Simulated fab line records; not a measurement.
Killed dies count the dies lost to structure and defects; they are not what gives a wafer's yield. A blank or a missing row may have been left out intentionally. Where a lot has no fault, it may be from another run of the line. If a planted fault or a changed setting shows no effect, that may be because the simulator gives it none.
Matching of chambers -- flow nand harc -- 3 sister chambers for NHARC_A_CHANNEL_HOLE_D2_DEP_01 on pecvd-01
The step deposits SiON, target thk 140 nm. 6 wafers are shown with their chamber, then 7 later ones without.

## WAFERS WITH THEIR CHAMBER
wafer,chamber,heater power w (W)
L077.5,1,579
L083.2,1,711
L088.4,0,748
L088.6,2,756
L091.2,0,662
L091.3,2,710

## WAFERS WITH NO CHAMBER GIVEN
wafer,heater power w (W)
L091.5,624
L092.3,688
L092.4,609
L092.5,736
L095.3,658
L095.5,676
L095.6,655

## THE CHAMBER EACH PASSED THROUGH
wafer,from the rows above,in truth
L091.5,can't be placed: 1 or 0 or 2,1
L092.3,can't be placed: 0 or 1 or 2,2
L092.4,can't be placed: 1 or 0 or 2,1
L092.5,can't be placed: 2 or 0 or 1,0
L095.3,can't be placed: 1 or 0 or 2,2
L095.5,can't be placed: 0 or 1 or 2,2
L095.6,can't be placed: 1 or 0 or 2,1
0 of 7 placed correctly. Not placeable from these rows: 7 (in 7, the candidates include the true chamber). Placed wrongly: 0.
How it was worked out, from the rows above alone: a wafer's distance from a chamber is the root of the sum, over the readings, of the square of ((its reading less the chamber's mean) divided by the reading's scatter). The wafer belongs to the nearest chamber; if the next one is less than 2 further off, it can't be placed. A chamber's mean is the mean of its shown wafers. The scatter: the root of (the sum of the squares of (reading less its chamber's mean) over the shown wafers, divided by (wafers less chambers)).
